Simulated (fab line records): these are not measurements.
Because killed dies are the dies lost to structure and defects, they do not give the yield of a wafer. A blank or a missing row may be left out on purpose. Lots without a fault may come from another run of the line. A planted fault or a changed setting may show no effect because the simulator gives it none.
Chamber matching / flow n5_finfet / N5_BEOL_M3_ILD_DEP_00 on pecvd-03: 3 sister chambers
The step deposits SiOC from DEMS/O2, target thk 79 nm, time 15.3 s. 6 wafers are shown with their chamber, then 7 later ones without.

== WAFERS WITH THEIR CHAMBER ==
wafer=L076.6; chamber=0; showerhead_vpp_V (V)=1251; heater_power_w (W)=573
wafer=L083.1; chamber=1; showerhead_vpp_V (V)=1320; heater_power_w (W)=473
wafer=L083.3; chamber=2; showerhead_vpp_V (V)=1469; heater_power_w (W)=530
wafer=L083.4; chamber=0; showerhead_vpp_V (V)=1233; heater_power_w (W)=553
wafer=L081.2; chamber=2; showerhead_vpp_V (V)=1467; heater_power_w (W)=586
wafer=L081.3; chamber=1; showerhead_vpp_V (V)=1330; heater_power_w (W)=479

== WAFERS WHOSE CHAMBER IS MISSING ==
wafer=L081.5; showerhead_vpp_V (V)=1246; heater_power_w (W)=566
wafer=L092.2; showerhead_vpp_V (V)=1498; heater_power_w (W)=594
wafer=L092.3; showerhead_vpp_V (V)=1250; heater_power_w (W)=590
wafer=L092.4; showerhead_vpp_V (V)=1239; heater_power_w (W)=600
wafer=L094.3; showerhead_vpp_V (V)=1248; heater_power_w (W)=595
wafer=L094.4; showerhead_vpp_V (V)=1453; heater_power_w (W)=572
wafer=L094.6; showerhead_vpp_V (V)=1232; heater_power_w (W)=582

== CHAMBER TAKEN BY EACH ==
wafer=L081.5; from the rows above=0; in truth=0
wafer=L092.2; from the rows above=2; in truth=2
wafer=L092.3; from the rows above=0; in truth=0
wafer=L092.4; from the rows above=0; in truth=0
wafer=L094.3; from the rows above=0; in truth=0
wafer=L094.4; from the rows above=2; in truth=2
wafer=L094.6; from the rows above=0; in truth=0
7 of 7 placed correctly. Number that these rows cannot place: 0. 0 placed wrongly.
How it was worked out, from the rows above alone: a wafer's distance from a chamber is the root of the sum, over the readings, of the square of ((its reading less the chamber's mean) divided by the reading's scatter). The wafer belongs to the nearest chamber; if the next one is less than 2 further off, it can't be placed. The mean given for a chamber averages the wafers shown for that chamber. The scatter: the root of (the sum of the squares of (reading less its chamber's mean) over the shown wafers, divided by (wafers less chambers)).
